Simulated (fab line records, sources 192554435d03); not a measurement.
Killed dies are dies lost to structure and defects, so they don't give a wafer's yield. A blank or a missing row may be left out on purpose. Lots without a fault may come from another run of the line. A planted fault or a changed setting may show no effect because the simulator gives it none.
fab line records | flow n5_finfet
record lots=5 wafers=15 last_day=17
route steps=1938 shown BEOL_M11@1554 PASSIVATION@1936
lots that met no fault: from a run of the same line without faults
start_h: hours from the record's first day to the start of the lot's first wafer shown | wait_h: hours since the lot's step before | " the same as in the row above | L1.1+2: a row that stands for several wafers | - no value, or no start given | * or withheld: withheld | < > ~ a bound
route shown NAME@n: a module of which the file shows steps, and the number in the route of the first | usual: mean/standard deviation of fault-free wafers | same: alike in all rows | chamber/n: place in a boat | sites: the reading at each site | _std_site: their standard deviation | _edge_site: outer sites' mean less inner sites' | radius_mm: how far each site lies from the wafer's centre | mask NAME#n: copy n | behind: the tool/chamber that last shaped the wafer | hold: why the lot was held/for how many hours/how that ended | device: the transistor (n, p or np) that didn't switch | end of line: the same wafers' tests at the end of the route | a step without rows: its recipe alone | killed: dies lost to structure and defects at the first sort, not the wafer's yield | map: a wafer's dies, x killed, . not, _ none there
set.NAME: the setting as run; set.NAME@STEP: as run at that earlier step | model.NAME: the simulator's own value behind a step, which no gauge read
lots at some steps of the route; a table a step, a row a wafer
services: from which hour (start_h, from the record's first day; less than 0 if before it) a tool's chamber was out of use, for how many hours, and why
## steps
# step N5_BEOL_M11_ETCH_62
# recipe chemistry=N2/H2 target=SOC target_depth_a=1100 overetch_a=220 mask_material=SiARC temp_c=40 time_s=165 ion_energy_ev=200 pressure_mtorr=30 source_w=840 bias_w=150 n2_flow_sccm=200 h2_flow_sccm=200
# usual drypump_motor_current_A=6.0/0.36 oes_product_au=0.67/0.081 rf_vpp_V=524/3.2 showerhead_plenum_p_Torr=2.55/0.11 throttle_valve_pct=17.9/0.35
# columns lot.wafer tool chamber start_h wait_h drypump_motor_current_A oes_product_au rf_hours_counter_h rf_vpp_V showerhead_plenum_p_Torr throttle_valve_pct
L648.2 rie_diel-01 3 260.16 0.0 5.6 0.59 214 525 2.61 18.0
L648.5 " 0 " " 6.2 0.59 - 519 2.40 18.1
L648.6 " 3 " " 5.6 0.59 - 527 2.61 18.0
L647.1 rie_diel-06 3 261.61 0.0 6.2 0.61 185 523 2.53 18.3
L647.5 " 2 " " 5.6 0.65 - 517 2.34 18.0
L647.6 " 0 " " 5.7 0.62 - 523 2.54 18.2
L663.2 rie_diel-01 1 356.81 0.0 6.1 0.78 11 522 2.48 17.7
L663.4 " 0 " " 6.2 0.80 - 528 2.71 17.6
L663.6 " 2 " " 5.2 0.70 - 522 2.46 17.8
L665.1 rie_diel-06 3 369.93 0.0 6.2 0.60 217 524 2.51 18.4
L665.2 " 2 " " 5.6 0.64 189 517 2.33 18.1
L665.4 " 1 " " 5.2 0.73 27 522 2.48 17.3
L666.2 rie_diel-06 0 378.19 0.0 5.7 0.60 219 523 2.53 18.2
L666.4 " 2 " " 5.6 0.64 190 518 2.33 18.1
L666.6 " 0 " " 5.7 0.60 - 523 2.53 18.2
# step N5_BEOL_M11_STRIP_68
# recipe chemistry=N2/H2 temp_c=40 n2_flow_sccm=200 h2_flow_sccm=200 rf_frequency_hz=6e+07
# step N5_BEOL_M11_STRIP_67
# recipe chemistry=CF4 resist=SiARC power_w=300 bias_power_w=75 pressure_mtorr=50 cf4_flow_sccm=150 rf_frequency_hz=6e+07
# usual drypump_motor_current_A=6.0/0.35 oes_product_au=0.79/0.096 rf_vpp_V=271.2/1.8 showerhead_plenum_p_Torr=1.80/0.076 throttle_valve_pct=13.63/0.28
# columns lot.wafer tool chamber start_h wait_h drypump_motor_current_A oes_product_au rf_hours_counter_h rf_vpp_V showerhead_plenum_p_Torr throttle_valve_pct
L648.2 rie_diel-01 3 260.31 0.0 5.6 0.70 214 272.1 1.84 13.83
L648.5 " 0 " " 6.2 0.70 - 269.9 1.70 13.73
L648.6 " 3 " " 5.6 0.70 - 271.6 1.84 13.83
L647.1 rie_diel-06 3 261.76 0.0 6.2 0.73 185 270.8 1.78 14.01
L647.5 " 2 " " 5.7 0.77 - 267.4 1.66 13.77
L647.6 " 0 " " 5.7 0.73 - 271.9 1.78 13.73
L663.2 rie_diel-01 1 356.96 0.0 6.1 0.93 11 271.1 1.76 13.40
L663.4 " 0 " " 6.2 0.94 - 274.1 1.90 13.17
L663.6 " 2 " " 5.3 0.83 - 270.0 1.73 13.38
L665.1 rie_diel-06 3 370.08 0.0 6.2 0.70 217 270.8 1.77 14.09
L665.2 " 2 " " 5.6 0.75 189 267.7 1.65 13.83
L665.4 " 1 " " 5.2 0.88 27 270.5 1.78 13.18
L666.2 rie_diel-06 0 378.33 0.0 5.7 0.72 219 269.6 1.77 13.84
L666.4 " 2 " " 5.6 0.75 190 267.6 1.65 13.84
L666.6 " 0 " " 5.6 0.72 - 269.3 1.77 13.84
# step N5_BEOL_M11_HM_OPEN_17
# recipe chemistry=Cl2/BCl3 target_depth_a=200 overetch_a=60 target=TiN mask_material=SOC ion_energy_ev=150 pressure_mtorr=10 icp_w=1000 bias_w=126 Cl2_flow_sccm=53.25 bcl3_flow_sccm=21.75 Ar_flow_sccm=25
# usual bcl3_flow_sccm=21.74/0.058 drypump_motor_current_A=5.9/0.37 mfc_cl2_sccm=53.25/0.15 oes_product_au=0.65/0.06 throttle_valve_pct=22.35/0.17
# columns lot.wafer tool chamber start_h wait_h bcl3_flow_sccm drypump_motor_current_A mfc_cl2_sccm oes_product_au rf_hours_counter_h throttle_valve_pct
L648.2 rie_metal-02 1 260.35 0.0 21.72 5.8 53.06 0.74 12 22.26
L648.5 " 1 " " 21.76 5.8 53.36 0.74 - 22.25
L648.6 " 0 " " 21.74 5.2 53.34 0.64 - 22.13
L647.1 rie_metal-03 1 261.80 0.0 21.61 6.0 53.24 0.65 52 22.46
L647.5 " 0 " " 21.70 6.4 53.56 0.56 - 22.35
L647.6 " 1 " " 21.69 6.1 53.25 0.65 - 22.44
L663.2 rie_metal-02 1 357.00 0.0 21.69 5.8 53.33 0.71 20 22.29
L663.4 " 1 " " 21.63 5.8 53.32 0.71 - 22.26
L663.6 " 1 " " 21.72 5.8 53.27 0.71 - 22.27
L665.1 rie_metal-03 1 370.12 0.0 21.77 6.0 53.24 0.62 64 22.48
L665.2 " 0 " " 21.77 6.4 53.15 0.80 3 21.73
L665.4 " 1 " " 21.70 6.1 53.17 0.62 - 22.46
L666.2 rie_metal-01 0 378.37 0.0 21.71 5.5 53.17 0.59 71 22.48
L666.4 " 0 " " 21.77 5.4 53.34 0.59 - 22.46
L666.6 " 1 " " 21.80 6.2 53.12 0.63 - 22.50
# step N5_BEOL_M11_STRIP_19
# recipe chemistry=O2 power_w=400 temp_c=40 pressure_mtorr=30 rf_frequency_hz=6e+07 bias_power_w=0 overash_fraction=0.2 o2_flow_sccm=225
# usual drypump_motor_current_A=5.9/0.37 oes_product_au=0.78/0.1 rf_vpp_V=3.6/0.6 showerhead_plenum_p_Torr=2.09/0.092 throttle_valve_pct=16.73/0.28
# same overash_fraction=0.2
# columns lot.wafer tool chamber start_h wait_h drypump_motor_current_A oes_product_au rf_hours_counter_h rf_vpp_V showerhead_plenum_p_Torr throttle_valve_pct
L648.2 rie_diel-06 2 260.49 0.1 5.7 0.76 157 3.4 1.92 16.82
L648.5 " 0 " " 5.6 0.73 - 3.6 2.07 16.77
L648.6 " 3 " " 6.2 0.72 - 4.4 2.08 17.10
L647.1 rie_diel-01 3 261.91 0.1 5.6 0.70 215 4.0 2.17 16.97
L647.5 " 0 " " 6.2 0.71 - 3.3 1.98 16.83
L647.6 " 3 " " 5.6 0.69 - 4.3 2.17 16.98
L663.2 rie_diel-05 2 357.17 0.1 6.2 0.90 28 3.9 2.23 16.20
L663.4 " 3 " " 6.2 0.97 10 2.7 2.16 16.59
L663.6 " 1 " " 6.0 0.70 - 3.5 2.06 16.60
L665.1 rie_diel-05 2 370.23 0.1 6.2 0.90 30 2.5 2.23 16.19
L665.2 " 0 " " 6.5 0.84 54 3.0 2.21 16.85
L665.4 " 3 " " 6.2 0.96 13 2.5 2.15 16.59
L666.2 rie_diel-01 3 378.48 0.1 5.6 1.00 2 3.3 2.16 16.60
L666.4 " 1 " " 6.1 0.92 19 2.9 2.05 16.54
L666.6 " 3 " " 5.6 0.99 - 2.7 2.16 16.59
# step N5_BEOL_M11_CD_MEAS_18
# recipe pitch_nm=140 target_cd_nm=70
# usual cd_nm=70.2/0.67
# columns lot.wafer tool chamber start_h wait_h cd_nm
L648.2 cd_sem-03 - 260.56 0.1 69.4
L648.5 " - " " 71.0
L648.6 " - " " 69.9
L647.1 cd_sem-02 - 261.98 0.0 69.1
L647.5 " - " " 68.7
L647.6 " - " " 69.4
L663.2 cd_sem-03 - 357.24 0.1 70.5
L663.4 " - " " 70.0
L663.6 " - " " 70.1
L665.1 cd_sem-03 - 370.30 0.0 69.1
L665.2 " - " " 69.7
L665.4 " - " " 69.4
L666.2 cd_sem-02 - 378.56 0.1 70.8
L666.4 " - " " 70.0
L666.6 " - " " 71.3
# step N5_BEOL_M11_COAT_63
# recipe resist=SOC temp_c=250 time_s=60 spin_rpm=1500 resist_thk_nm=100
# step N5_BEOL_M11_COAT_64
# recipe resist=SiARC temp_c=220 time_s=60 spin_rpm=1500 resist_thk_nm=30
# step N5_BEOL_M11_COAT_22
# recipe resist=CAR-ArF spin_rpm=1500 resist_thk_nm=90
# step N5_BEOL_M11_EBR_24
# recipe solvent=PGMEA ebr_width_mm=1.5
# step N5_BEOL_M11_SOFTBAKE_23
# recipe temp_c=110 time_s=60 resist=CAR-ArF
# step N5_BEOL_M11_EXPOSE_25
# recipe mask_id=V10 na=1.35 source_shape=annular sigma_inner=0.5 sigma_outer=0.8 polarization=unpolarized dose_mj=85.5
# step N5_BEOL_M11_PEB_26
# recipe peb_temp_c=withheld peb_time_s=60 resist=CAR-ArF
# columns lot.wafer tool chamber start_h wait_h
L648.2+5+6 litho_track-03 0 260.91 0.1
L647.1+5+6 litho_track-04 0 262.69 0.1
L663.2+4+6 litho_track-03 0 359.78 0.1
L665.1+2+4 litho_track-05 0 370.69 0.1
L666.2+4+6 litho_track-05 0 380.28 0.1
# step N5_BEOL_M11_DEVELOP_27
# recipe develop_time_s=30 developer=TMAH resist=CAR-ArF rinse_liquid=diw dry=air_spin dev_temp_c=23
# step N5_BEOL_M11_CD_MEAS_28
# recipe target_cd_nm=70 landing_energy_ev=500 detector=se_inlens polarity=opening
# usual cd_nm=70.3/0.91
# columns lot.wafer tool chamber start_h wait_h cd_nm
L648.2 cd_sem-03 0 260.98 - 70.7
L648.5 " 0 " " 70.6
L648.6 " 0 " " 70.2
L647.1 cd_sem-02 0 262.75 - 70.4
L647.5 " 0 " " 69.1
L647.6 " 0 " " 70.1
L663.2 cd_sem-03 0 359.85 - 71.7
L663.4 " 0 " " 64.7
L663.6 " 0 " " 65.3
L665.1 cd_sem-02 0 370.76 - 70.2
L665.2 " 0 " " 70.2
L665.4 " 0 " " 67.6
L666.2 cd_sem-01 0 380.35 - 69.7
L666.4 " 0 " " 69.5
L666.6 " 0 " " 67.7
# step N5_BEOL_M11_OVL_MEAS_29
# recipe points_per_wafer=44
# usual V10_OVL=0.2/0.72
# same points_per_wafer=44
# columns lot.wafer tool chamber start_h wait_h V10_OVL[nm]
L648.2 overlay-01 0 261.01 0.0 1.3
L648.5 " 0 " " 0.6
L648.6 " 0 " " 0.8
L647.1 overlay-02 0 262.78 0.0 0.9
L647.5 " 0 " " -0.5
L647.6 " 0 " " -0.2
L663.2 overlay-02 0 359.88 0.0 1.1
L663.4 " 0 " " 1.2
L663.6 " 0 " " 1.0
L665.1 overlay-01 0 370.79 0.0 -0.4
L665.2 " 0 " " -0.2
L665.4 " 0 " " -1.0
L666.2 overlay-02 0 380.38 0.0 0.3
L666.4 " 0 " " 0.6
L666.6 " 0 " " 0.7
# step N5_PASSIVATION_PROBE_49
# usual defect_limited_yield=91.4/1.5 killed_at_M0_to_M3=32/9.8 killed_at_M4_up=15/5.6 killed_at_contacts=12/5.4 killed_at_front_end=40/13 killed_at_other=3.0/2.1 killed_dies=102/17 killed_on_rim=14/4.4 killed_open=67/13 killed_short=32/7.1 sort_bin_5_function=5.1/0.96 sort_bin_6_memory=3.2/0.7 sort_n_pass=1078/18 sort_yield_pct=91.3/1.5
# same gross_dies=1180 killed_at_back_side=0 sort_bin_4_leakage[%]=0 sort_bin_8_speed[%]=0
# columns lot.wafer tool chamber start_h wait_h defect_limited_yield[%] killed_at_M0_to_M3 killed_at_M4_up killed_at_contacts killed_at_front_end killed_at_other killed_dies killed_on_rim killed_open killed_short sort_bin_5_function[%] sort_bin_6_memory[%] sort_n_pass sort_yield_pct[%]
L647.1 prober-01 - 312.30 0.0 93.1 27 12 10 30 2 81 12 55 24 4.2 2.2 1099 93.1
L647.5 prober-01 - 312.50 0.2 92.5 29 12 5 39 3 88 15 58 25 4.3 3.1 1092 92.5
L647.6 prober-01 - 312.55 0.3 92.4 21 12 6 51 0 90 14 51 29 4.4 2.3 1090 92.4
L665.1 prober-01 - 413.58 0.0 91.3 33 12 16 39 3 103 17 66 33 5.0 2.7 1077 91.3
L665.2 prober-01 - 413.63 0.1 94.6 21 7 6 27 3 64 8 33 31 2.8 2.3 1116 94.6
L665.4 prober-01 - 413.73 0.2 91.3 27 8 19 46 3 103 14 64 36 5.3 3.2 1077 91.3
# killed by level:class
L647.1 BEOL_M1:geometric_particle:open=11 MOL_CONTACT_COAG:geometric_particle:open=8 DUMMY_GATE:geometric_particle:open=5 BEOL_M4:geometric_particle:open=5 STARTING-WAFER:geometric_particle:open=5 FIN_CUT:geometric_particle:short=4 BEOL_M1:geometric_particle:short=4 BEOL_M3:geometric_particle:open=4
L647.5 BEOL_M1:geometric_particle:open=8 FIN_SAQP:geometric_particle:open=6 FIN_SAQP:geometric_particle:short=6 BEOL_M0:geometric_particle:open=6 STI_FIN_REVEAL:geometric_particle:open=5 MOL_CONTACT_COAG:geometric_particle:open=5 BEOL_M2:geometric_particle:open=5 BEOL_M4:geometric_particle:open=5
L647.6 FIN_SAQP:geometric_particle:open=11 HKMG_FIN:area_etch=7 STI_FIN_REVEAL:geometric_particle:open=6 GATE_CUT:geometric_particle:short=5 BEOL_M1:geometric_particle:short=5 BEOL_M4:geometric_particle:open=5 BEOL_M0_SAQP:geometric_particle:open=4 GATE_CUT:geometric_particle:open=4
L665.1 BEOL_M0_SAQP:geometric_particle:open=15 MOL_CONTACT_COAG:geometric_particle:open=13 BEOL_M0_SAQP:geometric_particle:short=12 BEOL_M4:geometric_particle:open=10 FIN_SAQP:geometric_particle:open=7 FIN_SAQP:geometric_particle:short=5 DUMMY_GATE:geometric_particle:open=5 STI_FIN_REVEAL:geometric_particle:open=4
L665.2 BEOL_M0_SAQP:geometric_particle:short=13 FIN_SAQP:geometric_particle:open=4 DUMMY_GATE:geometric_particle:open=4 DUMMY_GATE:geometric_particle:short=3 MOL_CONTACT_COAG:geometric_particle:short=3 MOL_CONTACT_COAG:geometric_particle:open=3 BEOL_M0_SAQP:geometric_particle:open=3 FIN_SAQP:geometric_particle:short=2
L665.4 MOL_CONTACT_COAG:geometric_particle:open=16 BEOL_M0_SAQP:geometric_particle:open=14 BEOL_M0_SAQP:geometric_particle:short=11 DUMMY_GATE:geometric_particle:open=9 STI_FIN_REVEAL:geometric_particle:open=8 FIN_SAQP:geometric_particle:open=6 BEOL_M4:geometric_particle:short=3 DUMMY_GATE:geometric_particle:short=3
## services
# columns tool chamber start_h hours kind
rie_diel-05 1 244.64 5.5 repair
rie_diel-01 0 249.43 3.8 repair
rie_diel-05 2 250.16 - clean
rie_metal-03 - 256.46 0.2 repair
rie_diel-06 1 259.30 - clean
rie_diel-06 1 259.30 - consumable_replace:focus_ring
rie_diel-06 1 259.30 16.3 scheduled_down
rie_diel-06 1 259.30 16.3 vent_cycle
rie_diel-01 2 265.90 16.8 repair
rie_diel-01 1 303.50 - clean
rie_diel-01 1 303.50 - consumable_replace:focus_ring
rie_diel-01 1 303.50 23.9 scheduled_down
rie_diel-01 1 303.50 23.9 vent_cycle
rie_diel-01 0 327.72 - clean
rie_diel-01 0 327.72 - consumable_replace:focus_ring
rie_diel-01 0 327.72 - consumable_replace:showerhead
rie_diel-01 0 327.72 23.3 scheduled_down
rie_diel-01 0 327.72 23.3 vent_cycle
rie_diel-01 3 354.42 - clean
rie_diel-01 3 354.42 - consumable_replace:focus_ring
rie_diel-01 3 354.42 17.7 scheduled_down
rie_diel-01 3 354.42 17.7 vent_cycle
rie_diel-05 - 370.65 0.8 repair
rie_diel-06 2 372.79 4.4 repair
## key
first_sign step=N5_BEOL_M11_CD_MEAS_28 reading=cd_nm direction=down sigmas=5.8 usual=70.3 struck=65.0
effect none on later readings
met_at N5_BEOL_M11_PEB_26
struck_wafers L663.4,L663.6
onset_between 260.91 359.78
fault kind=process_parameter_drift tool=litho_track-03 chamber=- onset_h=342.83 steps=N5_BEOL_M11_PEB_26 channel=peb_time_s offset=* shape=step end_h=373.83 scope=struck_wafers_only acts_in=* stated=*
